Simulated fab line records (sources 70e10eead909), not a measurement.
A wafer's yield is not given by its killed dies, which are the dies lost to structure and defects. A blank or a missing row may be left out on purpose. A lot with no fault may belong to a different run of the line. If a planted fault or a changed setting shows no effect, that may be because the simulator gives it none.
fab line records + flow nandHarc
record:
- lots: 5
- wafers: 15
- lastDay: 33
route steps=1302 shown P_GATE@126 END@1302
lots that met no fault: taken from a fault-free run of the same line
startH: the number of hours between the record's first day and the start of the first shown wafer of the lot + waitH: how many hours have passed since the lot's step before this one + " identical to the entry in the row above + L1.1+2: one row covering several wafers at once + - either no value or no given start + * or withheld: withheld + < > ~ a bound
route shown NAME@n: a module of which the file shows steps, and the number in the route of the first + usual: mean/standard deviation taken from wafers without a fault + same: alike in all rows + chamber/n: place in a boat + sites: each site's reading + _std_site: the values' standard deviation + _edge_site: outer sites' mean less inner sites' + radiusMm: how far each site lies from the wafer's centre + mask NAME#n: copy n + behind: the last tool/chamber to shape the wafer + hold: reason for holding the lot/hours on hold/outcome of the hold + device: whichever transistor did not switch (one of n, p or np) + end of line: the tests these same wafers got at the end of their route + where a step has no rows: the recipe by itself + killed: dies lost to structure and defects at the first sort, not the wafer's yield + map: the dies of a wafer, with x for killed, . for not killed, _ for no die there
set.NAME: the setting that was run; set.NAME@STEP: the one run at that earlier step + model.NAME: the simulator's own value behind a step, which no gauge read
certain route steps with their lots: each step a table, each wafer a row
services: from which hour (startH, from the record's first day; less than 0 if before it) a tool's chamber was out of use, for how many hours, and why
== steps ==
step: NHARC_P_GATE_STRIP_15
recipe:
- timeS: 780
- tempC: 130
- chemistry: SPM
step: NHARC_P_GATE_PRECLEAN_71
recipe:
- timeS: *
- tempC: 50
- bathAgeMin: 0
- chemistry: SC1
step: NHARC_P_GATE_SRD_72
step: NHARC_P_GATE_OXIDE_16
recipe:
- targetThkA: 30
- tempC: 875
- oxTimeS: 392
- material: SiO2
step: NHARC_P_GATE_CVD_17
recipe:
- targetThkA: 1500
- tempC: 620
- timeS: 900
- material: poly-Si
step: NHARC_P_GATE_HM_DEP_102
recipe:
- targetThkA: 1200
- tempC: 400
- material: aC
usual:
- throttleValvePct: 35.000/0.0089
| lot.wafer | tool      | chamber | startH | waitH | throttleValvePct |
|-----------|-----------|---------|--------|-------|------------------|
| L675.2    | aclDep-02 | 0       | 120.95 | 0.5   | 35.006           |
| L675.5    | "         | 0       | "      | "     | 34.999           |
| L675.6    | "         | 0       | "      | "     | 34.997           |
| L682.1    | aclDep-03 | 0       | 192.72 | 1.6   | 34.990           |
| L682.2    | "         | 0       | "      | "     | 35.009           |
| L682.6    | "         | 0       | "      | "     | 35.000           |
| L683.1    | aclDep-03 | 0       | 204.09 | 0.4   | 35.006           |
| L683.3    | "         | 0       | "      | "     | 34.977           |
| L683.5    | "         | 0       | "      | "     | 35.011           |
| L686.2    | aclDep-03 | 0       | 239.26 | 0.5   | 35.001           |
| L686.3    | "         | 0       | "      | "     | 34.995           |
| L686.4    | "         | 0       | "      | "     | 34.994           |
| L694.1    | aclDep-02 | 0       | 322.02 | 1.4   | 35.006           |
| L694.2    | "         | 0       | "      | "     | 34.988           |
| L694.6    | "         | 0       | "      | "     | 35.013           |
step: NHARC_P_GATE_DEP_103
recipe:
- targetThkA: 300
- targetThkNm: 30
- tempC: 400
- flowSccm: 200
- rfW: 350
- material: SiON
usual:
- heaterPowerW: 736/84
| lot.wafer | tool     | chamber | startH | waitH | heaterPowerW |
|-----------|----------|---------|--------|-------|--------------|
| L675.2    | pecvd-02 | 1       | 121.56 | 0.5   | 573          |
| L675.5    | "        | 2       | "      | "     | 698          |
| L675.6    | "        | 0       | "      | "     | 820          |
| L682.2    | pecvd-01 | 1       | 193.37 | 0.4   | 908          |
| L682.1    | "        | 0       | "      | "     | 631          |
| L682.6    | "        | 0       | "      | "     | 648          |
| L683.1    | pecvd-02 | 1       | 204.76 | 0.6   | 593          |
| L683.3    | "        | 2       | "      | "     | 675          |
| L683.5    | "        | 0       | "      | "     | 734          |
| L686.2    | pecvd-01 | 1       | 239.84 | 0.5   | 859          |
| L686.3    | "        | 2       | "      | "     | 799          |
| L686.4    | "        | 2       | "      | "     | 789          |
| L694.1    | pecvd-03 | 2       | 322.68 | 0.6   | 850          |
| L694.2    | "        | 1       | "      | "     | 779          |
| L694.6    | "        | 0       | "      | "     | 693          |
step: NHARC_P_GATE_DEHYDRATE_18
recipe:
- tempC: 150
- timeS: 120
step: NHARC_P_GATE_HMDS_19
recipe:
- timeS: 30
step: NHARC_P_GATE_COAT_20
recipe:
- spinRpm: 1500
- resistThkNm: 90
step: NHARC_P_GATE_SOFTBAKE_21
recipe:
- tempC: 105
- timeS: 55
step: NHARC_P_GATE_EBR_22
step: NHARC_P_GATE_EXPOSE_23
recipe:
- na: 1.35
- targetCdNm: 120
- doseMj: 93.91
- maskId: P_GATE
usual:
- focusOffsetNm: 0.0/0.54
| lot.wafer | tool           | chamber | startH | waitH | mask        | focusOffsetNm |
|-----------|----------------|---------|--------|-------|-------------|---------------|
| L675.2    | arfiScanner-03 | 0       | 122.05 | -     | P_GATE#0    | 0.3           |
| L675.5    | "              | 0       | "      | "     | P_GATE#0    | -0.1          |
| L675.6    | "              | 0       | "      | "     | P_GATE#0    | -0.2          |
| L682.1    | arfiScanner-02 | 0       | 193.91 | -     | P_GATE#0    | -0.5          |
| L682.2    | "              | 0       | "      | "     | P_GATE#0    | 0.5           |
| L682.6    | "              | 0       | "      | "     | P_GATE#0    | 0.1           |
| L683.1    | arfiScanner-02 | 0       | 205.17 | -     | P_GATE_R1#0 | -0.6          |
| L683.3    | "              | 0       | "      | "     | P_GATE_R1#0 | 0.5           |
| L683.5    | "              | 0       | "      | "     | P_GATE_R1#0 | 0.7           |
| L686.2    | arfiScanner-02 | 0       | 240.23 | -     | P_GATE#0    | 0.0           |
| L686.3    | "              | 0       | "      | "     | P_GATE#0    | 0.8           |
| L686.4    | "              | 0       | "      | "     | P_GATE#0    | 1.2           |
| L694.1    | arfiScanner-03 | 0       | 323.21 | -     | P_GATE#0    | 0.0           |
| L694.2    | "              | 0       | "      | "     | P_GATE#0    | -0.3          |
| L694.6    | "              | 0       | "      | "     | P_GATE#0    | -0.5          |
step: NHARC_P_GATE_PEB_24
recipe:
- pebTempC: 100
- pebTimeS: 65
step: NHARC_P_GATE_DEVELOP_25
recipe:
- developTimeS: 35
- devTempC: 23
step: NHARC_P_GATE_CD_MEAS_26
recipe:
- targetCdNm: 120
- landingEnergyEv: 500
usual:
- cdNm: 119.9/0.56
| lot.wafer | tool     | chamber | startH | waitH | hold                    | cdNm  |
|-----------|----------|---------|--------|-------|-------------------------|-------|
| L675.2    | cdSem-03 | 0       | 122.18 | -     | -                       | 120.0 |
| L675.5    | "        | 0       | "      | "     | -                       | 119.7 |
| L675.6    | "        | 0       | "      | "     | -                       | 119.5 |
| L682.1    | cdSem-02 | 0       | 194.05 | -     | -                       | 119.3 |
| L682.2    | "        | 0       | "      | "     | -                       | 119.8 |
| L682.6    | "        | 0       | "      | "     | -                       | 119.3 |
| L683.1    | cdSem-01 | 0       | 205.31 | -     | awaitDispo/0.2h/release | 113.2 |
| L683.3    | "        | 0       | "      | "     | awaitDispo/0.2h/release | 113.5 |
| L683.5    | "        | 0       | "      | "     | awaitDispo/0.2h/release | 113.1 |
| L683.1    | cdSem-01 | 0       | -      | -     | -                       | 113.6 |
| L683.3    | "        | 0       | "      | "     | -                       | 113.2 |
| L683.5    | "        | 0       | "      | "     | -                       | 113.2 |
| L686.2    | cdSem-02 | 0       | 240.37 | -     | -                       | 120.5 |
| L686.3    | "        | 0       | "      | "     | -                       | 120.4 |
| L686.4    | "        | 0       | "      | "     | -                       | 119.9 |
| L694.1    | cdSem-03 | 0       | 323.35 | -     | -                       | 120.4 |
| L694.2    | "        | 0       | "      | "     | -                       | 120.3 |
| L694.6    | "        | 0       | "      | "     | -                       | 120.5 |
step: NHARC_P_GATE_OVL_MEAS_27
usual:
- overlayXNm: 0.0/0.83
- overlayYNm: 0.0/0.88
| lot.wafer | tool       | chamber | startH | waitH | hold                    | overlayXNm | overlayYNm |
|-----------|------------|---------|--------|-------|-------------------------|------------|------------|
| L675.2    | overlay-01 | -       | 122.27 | -     | -                       | 2.0        | -0.4       |
| L675.5    | "          | -       | "      | "     | -                       | 1.1        | -0.2       |
| L675.6    | "          | -       | "      | "     | -                       | 1.9        | -0.2       |
| L682.1    | overlay-01 | -       | 194.14 | -     | -                       | -1.2       | 0.2        |
| L682.2    | "          | -       | "      | "     | -                       | -0.8       | 0.5        |
| L682.6    | "          | -       | "      | "     | -                       | -1.3       | 0.7        |
| L683.1    | overlay-01 | -       | 209.87 | -     | awaitDispo/4.3h/release | 0.2        | 1.2        |
| L683.3    | "          | -       | "      | "     | awaitDispo/4.3h/release | -0.3       | 1.5        |
| L683.5    | "          | -       | "      | "     | awaitDispo/4.3h/release | 0.1        | 1.5        |
| L686.2    | overlay-02 | -       | 240.46 | -     | -                       | 2.3        | 1.2        |
| L686.3    | "          | -       | "      | "     | -                       | 2.1        | 1.3        |
| L686.4    | "          | -       | "      | "     | -                       | 2.0        | 0.6        |
| L694.1    | overlay-01 | -       | 323.44 | -     | -                       | 0.2        | 0.3        |
| L694.2    | "          | -       | "      | "     | -                       | 0.0        | 0.5        |
| L694.6    | "          | -       | "      | "     | -                       | -0.2       | 0.1        |
step: NHARC_P_GATE_INSPECT_28
usual:
- rawDefectCount: 6/3.2
| lot.wafer | tool             | chamber | startH | waitH | rawDefectCount |
|-----------|------------------|---------|--------|-------|----------------|
| L675.2    | defectInspect-01 | -       | 122.31 | 0.0   | 3              |
| L675.5    | "                | -       | "      | "     | 7              |
| L675.6    | "                | -       | "      | "     | 12             |
| L682.1    | defectInspect-01 | -       | 194.18 | 0.0   | 9              |
| L682.2    | "                | -       | "      | "     | 11             |
| L682.6    | "                | -       | "      | "     | 3              |
| L683.1    | defectInspect-01 | -       | 209.91 | 0.0   | 13             |
| L683.3    | "                | -       | "      | "     | 9              |
| L683.5    | "                | -       | "      | "     | 16             |
| L686.2    | defectInspect-02 | -       | 240.49 | 0.0   | 4              |
| L686.3    | "                | -       | "      | "     | 2              |
| L686.4    | "                | -       | "      | "     | 1              |
| L694.1    | defectInspect-02 | -       | 323.48 | 0.0   | 4              |
| L694.2    | "                | -       | "      | "     | 7              |
| L694.6    | "                | -       | "      | "     | 8              |
step: NHARC_P_GATE_DESCUM_31
recipe:
- timeS: 3
- o2FlowSccm: 200
- arFlowSccm: 0
- biasPowerW: 0
- chemistry: O2
usual:
- drypumpMotorCurrentA: 5.7/0.43
- o2FlowSccm: 200.0/0.55
- oesProductAu: 0.996/0.01
- rfVppV: 57.7/0.9
- showerheadPlenumPTorr: 1.89/0.067
- throttleValvePct: 11.311/0.009
| lot.wafer | tool       | chamber | startH | waitH | drypumpMotorCurrentA | o2FlowSccm | oesProductAu | rfHoursCounterH | rfVppV | showerheadPlenumPTorr | throttleValvePct | model.P_GATE.cdNm |
|-----------|------------|---------|--------|-------|----------------------|------------|--------------|-----------------|--------|-----------------------|------------------|-------------------|
| L675.2    | rieDiel-06 | 1       | 122.37 | 0.1   | 5.6                  | 199.7      | 0.999        | 8.4             | 56.9   | 1.93                  | 11.302           | 120.4             |
| L675.6    | "          | 1       | "      | "     | 5.7                  | 199.4      | 1.003        | -               | 57.1   | 1.93                  | 11.293           | 119.8             |
| L675.5    | "          | 2       | "      | "     | 6.2                  | 198.7      | 0.987        | -               | 58.6   | 1.91                  | 11.331           | 120.4             |
| L682.2    | rieDiel-06 | 3       | 194.24 | 0.1   | 6.0                  | 201.2      | 0.987        | 4.9             | 59.2   | 2.02                  | 11.323           | 120.6             |
| L682.1    | "          | 0       | "      | "     | 5.2                  | 199.7      | 0.993        | 4.4             | 57.2   | 1.82                  | 11.319           | 119.7             |
| L682.6    | "          | 3       | "      | "     | 6.0                  | 200.3      | 0.994        | -               | 57.5   | 2.02                  | 11.305           | 119.9             |
| L683.1    | rieDiel-02 | 3       | 209.97 | 0.1   | 6.3                  | 200.3      | 0.984        | 8.0             | 58.0   | 1.84                  | 11.316           | 112.6             |
| L683.3    | "          | 0       | "      | "     | 5.7                  | 198.6      | 0.996        | 6.6             | 56.8   | 1.81                  | 11.311           | 113.3             |
| L683.5    | "          | 3       | "      | "     | 6.4                  | 199.4      | 0.988        | -               | 57.7   | 1.84                  | 11.291           | 112.8             |
| L686.3    | rieDiel-02 | 1       | 240.56 | 0.1   | 5.8                  | 199.3      | 1.005        | 0.4             | 58.7   | 1.96                  | 11.308           | 120.5             |
| L686.4    | "          | 2       | "      | "     | 4.9                  | 199.6      | 1.018        | 0.3             | 58.1   | 1.80                  | 11.326           | 120.1             |
| L686.2    | "          | 3       | "      | "     | 6.3                  | 199.8      | 0.991        | 0.4             | 59.3   | 1.84                  | 11.316           | 120.7             |
| L694.2    | rieDiel-11 | 3       | 323.56 | 0.1   | 5.8                  | 199.8      | 0.977        | 4.0             | 58.7   | 1.90                  | 11.288           | 119.8             |
| L694.1    | "          | 0       | "      | "     | 5.7                  | 200.5      | 0.979        | 4.0             | 58.1   | 1.89                  | 11.308           | 119.6             |
| L694.6    | "          | 1       | "      | "     | 5.4                  | 199.3      | 0.989        | -               | 58.2   | 1.90                  | 11.299           | 120.3             |
step: NHARC_P_GATE_ETCH_104
recipe:
- targetDepthA: 600
- timeS: withheld
- cf4FlowSccm: 100
- chf3FlowSccm: 30
- arFlowSccm: 0
- rfW: 500
- biasW: 200
- chemistry: CF4/CHF3
usual:
- cf4FlowSccm: 100.02/0.3
- drypumpMotorCurrentA: 5.7/0.41
- oesProductAu: 0.950/0.023
- rfVppV: 370.1/2
- showerheadPlenumPTorr: 1.56/0.052
- throttleValvePct: 16.802/0.0093
| lot.wafer | tool       | chamber | startH | waitH | cf4FlowSccm | drypumpMotorCurrentA | oesProductAu | rfVppV | showerheadPlenumPTorr | throttleValvePct |
|-----------|------------|---------|--------|-------|-------------|----------------------|--------------|--------|-----------------------|------------------|
| L675.2    | rieDiel-06 | 2       | 122.46 | 0.1   | 100.51      | 6.2                  | 0.949        | 371.2  | 1.57                  | 16.798           |
| L675.6    | "          | 3       | "      | "     | 100.00      | 6.0                  | 0.954        | 372.4  | 1.66                  | 16.818           |
| L675.5    | "          | 0       | "      | "     | 100.29      | 5.2                  | 0.987        | 370.2  | 1.50                  | 16.798           |
| L682.2    | rieDiel-06 | 3       | 194.33 | 0.1   | 99.81       | 6.0                  | 0.925        | 374.6  | 1.66                  | 16.794           |
| L682.1    | "          | 0       | "      | "     | 99.77       | 5.1                  | 0.932        | 366.9  | 1.50                  | 16.805           |
| L682.6    | "          | 3       | "      | "     | 99.72       | 6.0                  | 0.917        | 374.1  | 1.66                  | 16.793           |
| L683.3    | rieDiel-02 | 3       | 210.06 | 0.1   | 100.00      | 6.3                  | 0.959        | 366.8  | 1.52                  | 16.808           |
| L683.1    | "          | 0       | "      | "     | 99.55       | 5.7                  | 0.961        | 368.3  | 1.49                  | 16.818           |
| L683.5    | "          | 2       | "      | "     | 100.16      | 4.9                  | 0.980        | 367.0  | 1.49                  | 16.799           |
| L686.4    | rieDiel-02 | 0       | 240.64 | 0.1   | 99.53       | 5.7                  | 0.958        | 368.9  | 1.49                  | 16.796           |
| L686.2    | "          | 1       | "      | "     | 100.21      | 5.8                  | 0.958        | 371.1  | 1.61                  | 16.797           |
| L686.3    | "          | 3       | "      | "     | 99.52       | 6.3                  | 0.969        | 369.6  | 1.52                  | 16.792           |
| L694.2    | rieDiel-11 | 3       | 323.63 | 0.1   | 99.99       | 5.8                  | 0.925        | 370.7  | 1.56                  | 16.804           |
| L694.1    | "          | 0       | "      | "     | 100.13      | 5.7                  | 0.913        | 371.6  | 1.55                  | 16.789           |
| L694.6    | "          | 1       | "      | "     | 99.77       | 5.3                  | 0.945        | 369.1  | 1.57                  | 16.785           |
step: NHARC_P_GATE_HM_OPEN_105
recipe:
- targetDepthA: 3600
- o2FlowSccm: 400
- cosFlowSccm: 20
- arFlowSccm: 0
- rfW: 500
- biasW: 300
- chemistry: O2/COS
usual:
- drypumpMotorCurrentA: 5.7/0.43
- o2FlowSccm: 400.0/1.3
- oesProductAu: 0.998/0.011
- rfVppV: 466.6/2.5
- showerheadPlenumPTorr: 3.09/0.11
- throttleValvePct: 28.331/0.0093
| lot.wafer | tool       | chamber | startH | waitH | drypumpMotorCurrentA | o2FlowSccm | oesProductAu | rfHoursCounterH | rfVppV | showerheadPlenumPTorr | throttleValvePct |
|-----------|------------|---------|--------|-------|----------------------|------------|--------------|-----------------|--------|-----------------------|------------------|
| L675.2    | rieDiel-06 | 2       | -      | -     | 6.2                  | 402.3      | 0.983        | 9.5             | 468.1  | 3.12                  | 28.328           |
| L675.5    | "          | 2       | "      | "     | 6.2                  | 399.8      | 0.981        | -               | 467.7  | 3.12                  | 28.331           |
| L675.6    | "          | 3       | "      | "     | 6.0                  | 399.1      | 0.966        | -               | 473.2  | 3.29                  | 28.334           |
| L682.2    | rieDiel-06 | 0       | -      | -     | 5.2                  | 399.6      | 0.996        | 4.4             | 464.8  | 2.98                  | 28.333           |
| L682.1    | "          | 1       | "      | "     | 5.7                  | 397.2      | 1.017        | 3.2             | 467.5  | 3.14                  | 28.322           |
| L682.6    | "          | 3       | "      | "     | 6.0                  | 400.2      | 0.992        | -               | 471.6  | 3.29                  | 28.334           |
| L683.1    | rieDiel-02 | 1       | -      | -     | 5.8                  | 400.2      | 0.997        | 6.5             | 469.8  | 3.19                  | 28.334           |
| L683.3    | "          | 2       | "      | "     | 4.9                  | 401.3      | 1.007        | 8.0             | 464.0  | 2.95                  | 28.318           |
| L683.5    | "          | 0       | "      | "     | 5.7                  | 399.2      | 0.988        | -               | 462.8  | 2.96                  | 28.326           |
| L686.2    | rieDiel-02 | 2       | -      | -     | 4.9                  | 400.5      | 1.013        | 0.4             | 464.1  | 2.95                  | 28.327           |
| L686.3    | "          | 3       | "      | "     | 6.3                  | 401.0      | 0.986        | 0.4             | 465.4  | 3.01                  | 28.338           |
| L686.4    | "          | 0       | "      | "     | 5.7                  | 397.2      | 1.003        | 0.5             | 464.5  | 2.96                  | 28.324           |
| L694.2    | rieDiel-11 | 1       | -      | -     | 5.4                  | 401.5      | 1.008        | 1.9             | 466.1  | 3.11                  | 28.336           |
| L694.1    | "          | 2       | "      | "     | 6.1                  | 399.9      | 0.998        | 3.8             | 468.8  | 3.19                  | 28.343           |
| L694.6    | "          | 0       | "      | "     | 5.8                  | 399.9      | 0.999        | -               | 467.2  | 3.08                  | 28.338           |
step: NHARC_P_GATE_STRIP_106
recipe:
- o2FlowSccm: 400
- cosFlowSccm: 20
- arFlowSccm: 0
- biasW: 0
- chemistry: O2/COS
step: NHARC_P_GATE_ETCH_114
recipe:
- targetDepthA: 300
- overetchA: 30
- timeS: 16.5
- ionEnergyEv: 100
- cf4FlowSccm: 80
- o2FlowSccm: 20
- arFlowSccm: 0
- rfW: 300
- biasW: 100
- chemistry: CF4/O2
step: NHARC_P_GATE_ETCH_32
recipe:
- targetDepthA: 1500
- overEtchFrac: 1
- overEtchIonEnergyEv: 40
- timeS: 100.1
- hbrFlowSccm: 150
- cl2FlowSccm: 50
- rfW: 400
- icpW: 400
- biasW: 100
- chemistry: HBr/Cl2
usual:
- drypumpMotorCurrentA: 5.8/0.34
- oesProductAu: 1.002/0.0088
- throttleValvePct: 26.406/0.0091
| lot.wafer | tool     | chamber | startH | waitH | drypumpMotorCurrentA | oesProductAu | rfHoursCounterH | throttleValvePct | model.P_GATE.cdNm |
|-----------|----------|---------|--------|-------|----------------------|--------------|-----------------|------------------|-------------------|
| L675.2    | rieSi-03 | 3       | 122.86 | -     | 5.8                  | 1.002        | 0.40            | 26.391           | 121.8             |
| L675.6    | "        | 1       | "      | "     | 5.9                  | 1.001        | -               | 26.397           | 122.1             |
| L675.5    | "        | 2       | "      | "     | 5.0                  | 1.008        | -               | 26.412           | 121.8             |
| L682.1    | rieSi-03 | 1       | 194.74 | -     | 5.9                  | 0.991        | 0.98            | 26.408           | 122.3             |
| L682.2    | "        | 2       | "      | "     | 5.1                  | 1.000        | 0.92            | 26.404           | 123               |
| L682.6    | "        | 0       | "      | "     | 6.0                  | 0.997        | -               | 26.411           | 117.5             |
| L683.1    | rieSi-01 | 3       | 210.44 | -     | 5.4                  | 1.008        | 0.01            | 26.407           | 110.6             |
| L683.3    | "        | 0       | "      | "     | 5.2                  | 0.999        | 0.01            | 26.407           | 117               |
| L683.5    | "        | 3       | "      | "     | 5.4                  | 0.999        | -               | 26.415           | 115.7             |
| L686.2    | rieSi-03 | 3       | 241.02 | -     | 5.8                  | 0.989        | 0.06            | 26.387           | 123               |
| L686.4    | "        | 0       | "      | "     | 6.0                  | 1.008        | 0.10            | 26.416           | 119               |
| L686.3    | "        | 2       | "      | "     | 5.1                  | 1.010        | 0.06            | 26.398           | 123.5             |
| L694.2    | rieSi-01 | 2       | 324.01 | -     | 6.1                  | 1.002        | 0.74            | 26.398           | 121.1             |
| L694.1    | "        | 3       | "      | "     | 5.4                  | 1.010        | 0.73            | 26.402           | 121.5             |
| L694.6    | "        | 1       | "      | "     | 6.2                  | 1.012        | -               | 26.413           | 121               |
step: NHARC_P_GATE_STRIP_108
recipe:
- o2FlowSccm: 500
- arFlowSccm: 0
- biasW: 0
- chemistry: O2
usual:
- drypumpMotorCurrentA: 5.7/0.43
- o2FlowSccm: 499.8/1.4
- oesProductAu: 0.998/0.0098
- rfVppV: 57.8/0.87
- showerheadPlenumPTorr: 3.49/0.12
- throttleValvePct: 17.036/0.0094
| lot.wafer | tool       | chamber | startH | waitH | drypumpMotorCurrentA | o2FlowSccm | oesProductAu | rfHoursCounterH | rfVppV | showerheadPlenumPTorr | throttleValvePct |
|-----------|------------|---------|--------|-------|----------------------|------------|--------------|-----------------|--------|-----------------------|------------------|
| L675.2    | rieDiel-02 | 0       | 123.04 | -     | 5.8                  | 499.2      | 1.007        | 4               | 58.2   | 3.35                  | 17.047           |
| L675.6    | "          | 1       | "      | "     | 5.8                  | 498.6      | 1.006        | -               | 58.2   | 3.61                  | 17.022           |
| L675.5    | "          | 2       | "      | "     | 4.9                  | 497.4      | 1.010        | -               | 57.8   | 3.34                  | 17.037           |
| L682.1    | rieDiel-02 | 0       | 194.87 | -     | 5.7                  | 501.7      | 0.995        | 6               | 58.3   | 3.35                  | 17.046           |
| L682.2    | "          | 1       | "      | "     | 5.8                  | 502.0      | 0.987        | 6               | 59.3   | 3.61                  | 17.036           |
| L682.6    | "          | 1       | "      | "     | 5.8                  | 499.0      | 0.993        | -               | 57.7   | 3.61                  | 17.023           |
| L683.1    | rieDiel-11 | 0       | 210.61 | -     | 5.7                  | 499.0      | 1.000        | 6               | 57.8   | 3.49                  | 17.013           |
| L683.3    | "          | 2       | "      | "     | 6.1                  | 503.0      | 0.994        | 7               | 56.2   | 3.61                  | 17.009           |
| L683.5    | "          | 0       | "      | "     | 5.7                  | 500.5      | 0.981        | -               | 56.8   | 3.49                  | 17.049           |
| L686.4    | rieDiel-06 | 0       | 241.18 | -     | 5.2                  | 498.5      | 1.002        | 7               | 56.8   | 3.37                  | 17.027           |
| L686.2    | "          | 1       | "      | "     | 5.7                  | 501.1      | 0.999        | 6               | 58.7   | 3.55                  | 17.034           |
| L686.3    | "          | 2       | "      | "     | 6.2                  | 500.3      | 0.989        | 6               | 58.1   | 3.52                  | 17.029           |
| L694.1    | rieDiel-02 | 3       | 324.16 | -     | 6.4                  | 500.4      | 0.985        | 6               | 56.9   | 3.40                  | 17.031           |
| L694.2    | "          | 2       | "      | "     | 4.9                  | 500.2      | 1.020        | 6               | 57.1   | 3.33                  | 17.043           |
| L694.6    | "          | 3       | "      | "     | 6.4                  | 500.7      | 0.990        | -               | 58.3   | 3.40                  | 17.037           |
step: NHARC_END_SORT_01
recipe:
- tempC: 25
usual:
- killedAtArray: 50/16
- killedAtOther: 0.8/1
- killedAtPeriphery: 4/3.1
- killedDies: 54/16
- killedOpen: 3.2/2
- killedShort: 2.5/1.6
same:
- grossDies: 677
| lot.wafer | tool      | chamber | startH | waitH | killedAtArray | killedAtOther | killedAtPeriphery | killedDies | killedOpen | killedShort |
|-----------|-----------|---------|--------|-------|---------------|---------------|-------------------|------------|------------|-------------|
| L683.5    | prober-02 | 0       | 667.71 | 3.7   | 56            | 2             | 3                 | 61         | 5          | 1           |
killed by level:class
L683.5 A_SLIT:chamberFilmFlake=28 A_CHANNEL_HOLE_D2:chamberFilmFlake=13 A_CHANNEL_HOLE_D1:chamberFilmFlake=3 A_M0:chamberFilmFlake=2 P_STI:chamberFilmFlake=2 THIN_TSV:chamberFilmFlake=2 A_CHANNEL_HOLE_D1:geometricParticle:open=1 A_DECK1_JOINT:geometricParticle:open=1
== services ==
| tool           | chamber | startH | hours | kind   |
|----------------|---------|--------|-------|--------|
| rieSi-01       | 2       | 110.29 | 1.0   | repair |
| pecvd-02       | -       | 113.83 | 1.2   | repair |
| aclDep-03      | -       | 118.53 | 13.0  | pm     |
| rieSi-01       | -       | 125.32 | 0.9   | repair |
| rieDiel-11     | 0       | 128.77 | 2.5   | repair |
| rieDiel-06     | -       | 130.22 | 9.0   | pm     |
| pecvd-01       | -       | 130.23 | 13.0  | pm     |
| arfiScanner-02 | -       | 140.00 | 4.0   | pm     |
| rieDiel-02     | -       | 172.49 | 22.2  | repair |
| rieDiel-06     | 2       | 207.28 | 1.3   | repair |
| rieDiel-02     | -       | 216.70 | 9.0   | pm     |
| rieDiel-11     | -       | 216.81 | 0.2   | repair |
| rieSi-03       | -       | 221.00 | 9.0   | pm     |
| rieDiel-11     | -       | 255.50 | 9.0   | pm     |
| arfiScanner-02 | -       | 282.24 | 2.6   | repair |
| rieSi-03       | -       | 294.92 | 0.2   | repair |
| rieDiel-02     | 3       | 295.07 | 3.0   | repair |
| rieSi-03       | 0       | 297.62 | 6.6   | repair |
| aclDep-03      | -       | 301.03 | 13.0  | pm     |
| rieDiel-11     | 2       | 302.91 | 1.4   | repair |
| rieDiel-02     | 2       | 303.98 | 4.1   | repair |
| rieDiel-06     | -       | 307.22 | 9.0   | pm     |
| rieDiel-11     | 1       | 307.71 | 12.6  | repair |
| arfiScanner-02 | -       | 312.00 | 4.0   | pm     |
== key ==
firstSign:
- step: NHARC_P_GATE_EXPOSE_23
- reading: mask
- direction: changed
effect:
- step: NHARC_P_GATE_CD_MEAS_26
- reading: visit
- direction: added
effect:
- step: NHARC_P_GATE_CD_MEAS_26
- reading: cdNm
- direction: down
- sigmas: 12
- usual: 119.9
- struck: 113.3
modelEffect:
- step: NHARC_P_GATE_DESCUM_31
- value: P_GATE.cdNm
- without: 119.5
- struck: 112.9
modelEffect:
- step: NHARC_P_GATE_ETCH_32
- value: P_GATE.cdNm
- without: 121.4
- struck: 114.4
metAt NHARC_P_GATE_EXPOSE_23
struckWafers L683.1,L683.3,L683.5
testerLeftOut L683
onsetBetween 193.91 205.17
fault:
- kind: wrongMask
- tool: any
- chamber: -
- onsetH: 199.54
- steps: NHARC_P_GATE_EXPOSE_23
- auxCopy: P_GATE_R1#0
- cdOffsetNm: -6.6029
- scope: struckLotsOnly
testerLeftOut: of these lots the tester's yield and bins aren't shown, on N5 and GAA mostly nor the transistor test; their killed dies are dies lost to structure and defects alone, not to doping, threshold or leakage, so they don't give the yield
